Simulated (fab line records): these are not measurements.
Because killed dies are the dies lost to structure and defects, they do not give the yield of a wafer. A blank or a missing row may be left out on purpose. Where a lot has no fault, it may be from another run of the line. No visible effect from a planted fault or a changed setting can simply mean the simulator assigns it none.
fab line records ; flow nand_harc
[record] lots = 7; wafers = 20; last_day = 33
route steps=1302 shown A_STAIRCASE@695 END@1302
lots that met no fault: taken from a fault-free run of the same line
start_h: hours from the record's opening day to when the first of the lot's shown wafers began ; wait_h: how many hours have passed since the lot's step before this one ; " same as the row above ; L1.1+2: a single row standing in for several wafers ; - no value, or no start was given ; * or withheld: withheld ; < > ~ a bound
route shown NAME@n: NAME is a module with steps in the file, n the number in the route of the first one ; usual: mean and standard deviation over wafers with no fault ; same: alike in all rows ; chamber/n: place in a boat ; sites: per-site readings ; _std_site: the values' standard deviation ; _edge_site: inner sites' mean taken away from outer sites' mean ; radius_mm: for every site, how far away it sits from the centre of the wafer ; mask NAME#n: copy n ; behind: the most recent tool/chamber to have shaped the wafer ; hold: why the lot was held/for how many hours/how that ended ; device: the transistor (n, p or np) that didn't switch ; end of line: the tests these same wafers got at the end of their route ; a step with no rows: only its recipe ; killed: dies that structure and defects cost at the first sort, which is not the same as the wafer's yield ; map: shows each die of a wafer: x if killed, . if not, _ if none is there
set.NAME: the run value of the setting; set.NAME@STEP: its run value at that earlier step ; model.NAME: the simulator's own value behind a step, which no gauge read
a table for each step, a row for each wafer; lots at some steps of the route
services: from which hour (start_h, from the record's first day; less than 0 if before it) a tool's chamber was out of use, for how many hours, and why
[[steps]]
[step NHARC_A_STAIRCASE_EXPOSE_181]
[recipe] na = 0.5; dose_mj = 27.87; mask_id = STAIR_2
[step NHARC_A_STAIRCASE_PEB_182]
[recipe] peb_temp_c = 115; peb_time_s = 130
[step NHARC_A_STAIRCASE_DEVELOP_183]
[recipe] time_s = 140
[step NHARC_A_STAIRCASE_HARDBAKE_185]
[recipe] temp_c = 120; time_s = 140
[step NHARC_A_STAIRCASE_DESCUM_186]
[recipe] time_s = 3; o2_flow_sccm = 200; ar_flow_sccm = 0; bias_power_w = 0; chemistry = O2
[step NHARC_A_STAIRCASE_TRIM_187]
[recipe] time_s = 211.2; o2_flow_sccm = 500; ar_flow_sccm = 0; bias_w = 0; chemistry = O2
[usual] drypump_motor_current_A = 6.0/0.34; oes_product_au = 0.999/0.0074; rf_vpp_V = 57.8/0.85; run_length_s = 232.4/0.37; showerhead_plenum_p_Torr = 3.54/0.14; throttle_valve_pct = 17.036/0.0093
lot.wafer;tool;chamber;start_h;wait_h;drypump_motor_current_A;oes_product_au;rf_hours_counter_h;rf_vpp_V;run_length_s;showerhead_plenum_p_Torr;throttle_valve_pct
L106.1;rie_diel-03;1;436.94;0.1;5.6;0.984;53;56.4;232.7;3.64;17.040
L106.5;rie_diel-03;2;436.94;0.1;6.4;1.000;-;56.6;232.3;3.39;17.034
L106.6;rie_diel-03;3;436.94;0.1;6.2;0.994;-;59.4;232.6;3.74;17.048
L109.2;rie_diel-08;0;469.63;0.1;6.4;0.994;29;57.2;233.0;3.44;17.034
L109.1;rie_diel-08;1;469.63;0.1;5.7;1.001;30;58.9;232.0;3.43;17.036
L109.5;rie_diel-08;0;469.63;0.1;6.4;0.996;-;58.0;233.0;3.44;17.031
L108.2;rie_diel-03;0;470.12;0.1;5.7;0.994;1;57.8;231.8;3.43;17.037
L108.3;rie_diel-03;2;470.12;0.1;6.4;1.000;1;57.3;232.1;3.38;17.050
L108.5;rie_diel-03;0;470.12;0.1;5.7;0.992;-;58.0;232.0;3.43;17.048
L110.1;rie_diel-08;0;478.92;0.1;6.4;0.993;32;57.7;233.2;3.44;17.038
L110.2;rie_diel-08;1;478.92;0.1;5.7;1.004;34;57.9;232.0;3.43;17.027
L110.5;rie_diel-08;0;478.92;0.1;6.4;0.997;-;56.4;233.1;3.44;17.023
L111.1;rie_diel-08;2;494.67;0.1;6.2;1.019;43;58.8;232.2;3.56;17.032
L111.4;rie_diel-08;0;494.67;0.1;6.4;0.998;38;56.3;233.0;3.44;17.041
L116.4;rie_diel-03;2;550.79;0.1;6.4;1.003;26;57.6;232.3;3.37;17.051
L116.3;rie_diel-03;3;550.79;0.1;6.2;1.008;26;58.0;232.2;3.72;17.034
L116.6;rie_diel-03;2;550.79;0.1;6.5;0.998;-;57.0;232.3;3.37;17.026
L120.2;rie_diel-08;0;576.97;0.1;6.4;0.992;6;58.7;233.0;3.43;17.036
L120.4;rie_diel-08;1;576.97;0.1;5.7;0.999;6;58.6;231.6;3.41;17.054
L120.6;rie_diel-08;3;576.97;0.1;6.0;1.001;-;58.0;232.7;3.70;17.048
[step NHARC_A_STAIRCASE_ETCH_188]
[recipe] target_depth_a = 1000; time_s = 40.5; ion_energy_ev = 400; c4f8_flow_sccm = 20; o2_flow_sccm = 10; ar_flow_sccm = withheld; rf_w = 600; bias_w = 1000; chemistry = C4F8/O2
[usual] oes_product_au = 0.940/0.012; rf_vpp_V = 896/5.1
lot.wafer;tool;chamber;start_h;wait_h;oes_product_au;rf_hours_counter_h;rf_vpp_V
L106.1;rie_diel-03;1;-;-;0.930;53;900
L106.6;rie_diel-03;2;-;-;0.943;-;890
L106.5;rie_diel-03;3;-;-;0.947;-;903
L109.1;rie_diel-08;1;-;-;0.947;30;892
L109.2;rie_diel-08;2;-;-;0.956;33;898
L109.5;rie_diel-08;3;-;-;0.955;-;902
L108.3;rie_diel-03;3;-;-;0.951;1;903
L108.2;rie_diel-03;2;-;-;0.937;1;890
L108.5;rie_diel-03;3;-;-;0.956;-;904
L110.2;rie_diel-08;2;-;-;0.931;38;897
L110.1;rie_diel-08;1;-;-;0.933;34;892
L110.5;rie_diel-08;2;-;-;0.935;-;899
L111.1;rie_diel-08;1;-;-;0.944;39;892
L111.4;rie_diel-08;3;-;-;0.957;43;903
L116.3;rie_diel-03;0;-;-;0.963;33;892
L116.4;rie_diel-03;2;-;-;0.962;26;892
L116.6;rie_diel-03;0;-;-;0.964;-;894
L120.2;rie_diel-08;1;-;-;0.954;6;892
L120.4;rie_diel-08;2;-;-;0.941;7;898
L120.6;rie_diel-08;0;-;-;0.938;-;893
[step NHARC_A_STAIRCASE_TRIM_189]
[recipe] time_s = 211.2; o2_flow_sccm = 500; ar_flow_sccm = 0; bias_w = 0; chemistry = O2
[step NHARC_A_STAIRCASE_ETCH_190]
[recipe] target_depth_a = 1000; time_s = 40.5; ion_energy_ev = 400; c4f8_flow_sccm = 20; o2_flow_sccm = 10; ar_flow_sccm = withheld; rf_w = 600; bias_w = 1000; chemistry = C4F8/O2
[usual] oes_product_au = 0.943/0.011; rf_vpp_V = 896/5.1
lot.wafer;tool;chamber;start_h;wait_h;oes_product_au;rf_hours_counter_h;rf_vpp_V
L106.1;rie_diel-03;2;-;-;0.930;53;890
L106.6;rie_diel-03;0;-;-;0.927;-;891
L106.5;rie_diel-03;1;-;-;0.923;-;900
L109.2;rie_diel-08;3;-;-;0.946;33;904
L109.1;rie_diel-08;1;-;-;0.951;30;894
L109.5;rie_diel-08;0;-;-;0.947;-;893
L108.3;rie_diel-03;0;-;-;0.937;1;892
L108.2;rie_diel-03;3;-;-;0.940;1;903
L108.5;rie_diel-03;0;-;-;0.940;-;893
L110.2;rie_diel-08;0;-;-;0.927;32;891
L110.1;rie_diel-08;3;-;-;0.949;36;904
L110.5;rie_diel-08;0;-;-;0.941;-;892
L111.1;rie_diel-08;3;-;-;0.956;43;903
L111.4;rie_diel-08;2;-;-;0.961;43;897
L116.3;rie_diel-03;0;-;-;0.954;33;891
L116.4;rie_diel-03;1;-;-;0.949;29;899
L116.6;rie_diel-03;1;-;-;0.945;-;901
L120.2;rie_diel-08;0;-;-;0.941;6;891
L120.4;rie_diel-08;1;-;-;0.950;6;892
L120.6;rie_diel-08;3;-;-;0.940;-;903
[step NHARC_A_STAIRCASE_TRIM_191]
[recipe] time_s = 211.2; o2_flow_sccm = 500; ar_flow_sccm = 0; bias_w = 0; chemistry = O2
[usual] drypump_motor_current_A = 6.0/0.34; oes_product_au = 0.999/0.0079; rf_vpp_V = 57.8/0.89; run_length_s = 232.4/0.37; showerhead_plenum_p_Torr = 3.54/0.14; throttle_valve_pct = 17.036/0.0092
lot.wafer;tool;chamber;start_h;wait_h;drypump_motor_current_A;oes_product_au;rf_hours_counter_h;rf_vpp_V;run_length_s;showerhead_plenum_p_Torr;throttle_valve_pct
L106.1;rie_diel-03;3;-;-;6.2;1.000;52;58.1;232.5;3.74;17.031
L106.6;rie_diel-03;1;-;-;5.6;0.998;-;59.0;232.3;3.64;17.038
L106.5;rie_diel-03;2;-;-;6.4;1.000;-;58.3;232.1;3.39;17.029
L109.2;rie_diel-08;0;-;-;6.4;1.000;29;57.5;232.8;3.44;17.028
L109.1;rie_diel-08;1;-;-;5.7;0.997;30;57.6;231.9;3.43;17.042
L109.5;rie_diel-08;1;-;-;5.7;0.996;-;56.3;231.7;3.43;17.044
L108.2;rie_diel-03;2;-;-;6.5;0.999;1;57.5;232.8;3.38;17.026
L108.3;rie_diel-03;3;-;-;6.2;0.995;1;58.7;232.3;3.74;17.040
L108.5;rie_diel-03;3;-;-;6.2;0.989;-;58.7;232.3;3.74;17.034
L110.2;rie_diel-08;1;-;-;5.8;0.997;34;58.1;231.7;3.43;17.032
L110.1;rie_diel-08;0;-;-;6.4;0.985;32;58.3;233.1;3.44;17.041
L110.5;rie_diel-08;2;-;-;6.2;1.004;-;56.5;232.5;3.56;17.022
L111.1;rie_diel-08;2;-;-;6.2;1.015;43;58.1;232.2;3.56;17.032
L111.4;rie_diel-08;1;-;-;5.7;1.007;40;57.2;232.4;3.42;17.040
L116.4;rie_diel-03;0;-;-;5.7;0.993;33;57.9;232.1;3.42;17.048
L116.3;rie_diel-03;2;-;-;6.4;0.997;26;58.0;232.2;3.37;17.041
L116.6;rie_diel-03;3;-;-;6.2;1.006;-;57.1;232.2;3.72;17.043
L120.4;rie_diel-08;3;-;-;6.1;0.997;7;58.9;232.4;3.70;17.040
L120.2;rie_diel-08;1;-;-;5.7;0.995;6;57.5;232.0;3.41;17.031
L120.6;rie_diel-08;3;-;-;6.0;0.996;-;58.6;232.9;3.70;17.048
[step NHARC_A_STAIRCASE_ETCH_192]
[recipe] target_depth_a = 1000; time_s = 40.5; ion_energy_ev = 400; c4f8_flow_sccm = 20; o2_flow_sccm = 10; ar_flow_sccm = withheld; rf_w = 600; bias_w = 1000; chemistry = C4F8/O2
[usual] oes_product_au = 0.942/0.0092; rf_vpp_V = 896/5.2
lot.wafer;tool;chamber;start_h;wait_h;oes_product_au;rf_hours_counter_h;rf_vpp_V
L106.1;rie_diel-03;2;-;-;0.926;53;891
L106.6;rie_diel-03;0;-;-;0.922;-;894
L106.5;rie_diel-03;1;-;-;0.922;-;900
L109.1;rie_diel-08;3;-;-;0.950;33;904
L109.2;rie_diel-08;0;-;-;0.948;29;892
L109.5;rie_diel-08;0;-;-;0.942;-;893
L108.3;rie_diel-03;0;-;-;0.936;1;893
L108.2;rie_diel-03;3;-;-;0.950;1;903
L108.5;rie_diel-03;2;-;-;0.941;-;891
L110.2;rie_diel-08;0;-;-;0.939;32;893
L110.1;rie_diel-08;1;-;-;0.931;35;893
L110.5;rie_diel-08;1;-;-;0.942;-;891
L111.1;rie_diel-08;2;-;-;0.957;43;898
L111.4;rie_diel-08;3;-;-;0.940;43;905
L116.4;rie_diel-03;3;-;-;0.943;27;903
L116.3;rie_diel-03;0;-;-;0.948;34;892
L116.6;rie_diel-03;2;-;-;0.935;-;891
L120.2;rie_diel-08;0;-;-;0.959;6;893
L120.4;rie_diel-08;1;-;-;0.944;6;893
L120.6;rie_diel-08;0;-;-;0.954;-;893
[step NHARC_A_STAIRCASE_TRIM_193]
[recipe] time_s = 211.2; o2_flow_sccm = 500; ar_flow_sccm = 0; bias_w = 0; chemistry = O2
[usual] drypump_motor_current_A = 6.0/0.34; oes_product_au = 1.000/0.0075; rf_vpp_V = 57.8/0.95; run_length_s = 232.4/0.36; showerhead_plenum_p_Torr = 3.54/0.14; throttle_valve_pct = 17.037/0.0092
lot.wafer;tool;chamber;start_h;wait_h;drypump_motor_current_A;oes_product_au;rf_hours_counter_h;rf_vpp_V;run_length_s;showerhead_plenum_p_Torr;throttle_valve_pct
L106.1;rie_diel-03;2;438.33;-;6.4;1.000;53;58.1;232.3;3.39;17.030
L106.5;rie_diel-03;0;438.33;-;5.7;0.993;-;58.5;232.0;3.44;17.028
L106.6;rie_diel-03;1;438.33;-;5.6;0.983;-;59.7;232.1;3.64;17.027
L109.1;rie_diel-08;3;470.39;-;6.0;1.006;33;58.9;224.6;3.72;17.031
L109.2;rie_diel-08;1;470.39;-;5.7;0.996;31;57.4;231.9;3.43;17.052
L109.5;rie_diel-08;3;470.39;-;6.1;1.001;-;60.2;224.8;3.72;17.029
L108.3;rie_diel-03;2;470.91;-;6.5;1.007;1;56.5;232.4;3.38;17.020
L108.2;rie_diel-03;0;470.91;-;5.7;1.006;1;57.9;232.2;3.43;17.043
L108.5;rie_diel-03;2;470.91;-;6.4;0.999;-;56.2;232.6;3.38;17.033
L110.2;rie_diel-08;2;479.70;-;6.2;1.020;38;58.6;232.5;3.56;17.049
L110.1;rie_diel-08;0;479.70;-;6.4;1.002;32;56.2;225.2;3.44;17.040
L110.5;rie_diel-08;2;479.70;-;6.2;1.015;-;56.4;224.3;3.56;17.023
L111.1;rie_diel-08;2;495.35;-;6.2;1.008;43;58.9;224.2;3.56;17.039
L111.4;rie_diel-08;3;495.35;-;6.0;1.002;43;57.8;232.6;3.72;17.029
L116.4;rie_diel-03;2;551.52;-;6.4;1.002;26;58.2;232.5;3.37;17.048
L116.3;rie_diel-03;1;551.52;-;5.6;1.002;30;58.1;232.1;3.62;17.032
L116.6;rie_diel-03;3;551.52;-;6.2;0.998;-;56.9;232.2;3.72;17.026
L120.4;rie_diel-08;3;577.65;-;6.0;1.001;7;59.4;232.5;3.70;17.042
L120.2;rie_diel-08;1;577.65;-;5.7;0.988;6;57.6;231.9;3.41;17.040
L120.6;rie_diel-08;3;577.65;-;6.1;0.997;-;57.3;233.1;3.70;17.032
[step NHARC_A_STAIRCASE_ETCH_194]
[recipe] target_depth_a = 1000; time_s = 40.5; ion_energy_ev = 400; c4f8_flow_sccm = 20; o2_flow_sccm = 10; ar_flow_sccm = withheld; rf_w = 600; bias_w = 1000; chemistry = C4F8/O2
[step NHARC_END_SORT_01]
[recipe] temp_c = 25
[usual] killed_at_array = 59/19; killed_at_other = 0.6/0.85; killed_at_periphery = 3.8/2.5; killed_dies = 64/19; killed_open = 3.3/1.8; killed_short = 2.2/1.6
[same] gross_dies = 677
lot.wafer;tool;chamber;start_h;wait_h;killed_at_array;killed_at_other;killed_at_periphery;killed_dies;killed_open;killed_short
L110.1;prober-02;0;699.31;4.9;108;1;2;111;4;2
L110.2;prober-02;0;700.12;5.2;104;2;1;107;6;1
L110.5;prober-02;0;702.54;6.1;86;1;5;92;2;5
L120.2;prober-02;0;781.50;2.8;69;0;4;73;0;2
L120.4;prober-02;0;783.10;3.4;57;1;4;62;7;1
L120.6;prober-02;0;784.70;4.0;75;0;7;82;4;1
// killed by level:class
L110.1 A_CHANNEL_HOLE_D1:chamber_film_flake=37 A_SLIT:chamber_film_flake=37 A_CHANNEL_HOLE_D2:chamber_film_flake=13 A_CONTACT:chamber_film_flake=10 A_BONDPAD:chamber_film_flake=4 A_ONON_D2:geometric_particle:open=2 A_CHANNEL_FILL_D1:chamber_film_flake=2 P_CONTACT:geometric_particle:open=1
L110.2 A_SLIT:chamber_film_flake=38 A_CHANNEL_HOLE_D1:chamber_film_flake=23 A_CHANNEL_HOLE_D2:chamber_film_flake=16 A_CONTACT:chamber_film_flake=14 A_STAIRCASE:chamber_film_flake=4 A_BONDPAD:chamber_film_flake=3 A_M0:geometric_particle:open=2 STARTING-WAFER:geometric_particle:open=2
L110.5 A_CHANNEL_HOLE_D1:chamber_film_flake=35 A_SLIT:chamber_film_flake=26 A_CHANNEL_HOLE_D2:chamber_film_flake=7 A_CONTACT:chamber_film_flake=5 A_STAIRCASE:chamber_film_flake=4 A_SGD_CUT:geometric_particle:short=2 A_WL_FILL:chamber_film_flake=2 P_GATE:geometric_particle:open=1
L120.2 A_CHANNEL_HOLE_D2:chamber_film_flake=31 A_SLIT:chamber_film_flake=15 A_CHANNEL_HOLE_D1:chamber_film_flake=11 A_CONTACT:chamber_film_flake=7 P_BONDPAD:chamber_film_flake=3 A_STAIRCASE:chamber_film_flake=3 A_ONON_D1:geometric_particle:short=1 A_CHANNEL_FILL_D1:geometric_particle:short=1
L120.4 A_CHANNEL_HOLE_D2:chamber_film_flake=21 A_SLIT:chamber_film_flake=16 A_CHANNEL_HOLE_D1:chamber_film_flake=8 A_CONTACT:chamber_film_flake=4 P_BONDPAD:chamber_film_flake=2 P_M0:geometric_particle:open=1 A_ONON_D1:geometric_particle:open=1 A_CHANNEL_FILL_D1:geometric_particle:open=1
L120.6 A_CHANNEL_HOLE_D2:chamber_film_flake=28 A_SLIT:chamber_film_flake=27 A_CHANNEL_HOLE_D1:chamber_film_flake=7 A_CONTACT:chamber_film_flake=6 P_GATE:chamber_film_flake=3 P_BONDPAD:chamber_film_flake=2 A_CHANNEL_FILL_D1:geometric_particle:open=1 A_DECK1_JOINT:geometric_particle:short=1
[[services]]
tool;chamber;start_h;hours;kind
rie_diel-08;0;429.52;-;clean
rie_diel-08;1;429.52;-;clean
rie_diel-08;2;429.52;-;clean
rie_diel-08;3;429.52;-;clean
rie_diel-03;1;453.94;20.0;repair
rie_diel-08;0;454.02;-;clean
rie_diel-08;1;454.02;-;clean
rie_diel-08;2;454.02;-;clean
rie_diel-08;3;454.02;-;clean
rie_diel-03;-;459.06;9.0;pm
rie_diel-08;0;478.78;-;clean
rie_diel-08;1;478.78;-;clean
rie_diel-08;2;478.78;-;clean
rie_diel-08;3;478.78;-;clean
rie_diel-03;3;490.72;4.6;repair
rie_diel-08;0;503.28;-;clean
rie_diel-08;1;503.28;-;clean
rie_diel-08;2;503.28;-;clean
rie_diel-08;3;503.28;-;clean
rie_diel-03;-;503.76;0.7;repair
rie_diel-08;0;527.78;-;clean
rie_diel-08;1;527.78;-;clean
rie_diel-08;2;527.78;-;clean
rie_diel-08;-;545.69;9.0;pm
[[key]]
[first_sign] step = NHARC_A_STAIRCASE_TRIM_193; reading = run_length_s; direction = down; sigmas = 22; usual = *; struck = *
effect none on later readings
met_at NHARC_A_STAIRCASE_TRIM_193
struck_wafers L109.1,L109.5,L110.1,L110.5,L111.1
tester_left_out L109,L110,L111
[fault] kind = process_parameter_drift; tool = rie_diel-08; chamber = -; onset_h = 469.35; steps = NHARC_A_STAIRCASE_TRIM_193; channel = time_s; offset = *; shape = step; end_h = 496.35; scope = struck_wafers_only; acts_in = *; stated = *
// tester_left_out: of these lots the tester's yield and bins aren't shown, on N5 and GAA mostly nor the transistor test; their killed dies are dies lost to structure and defects alone, not to doping, threshold or leakage, so they don't give the yield
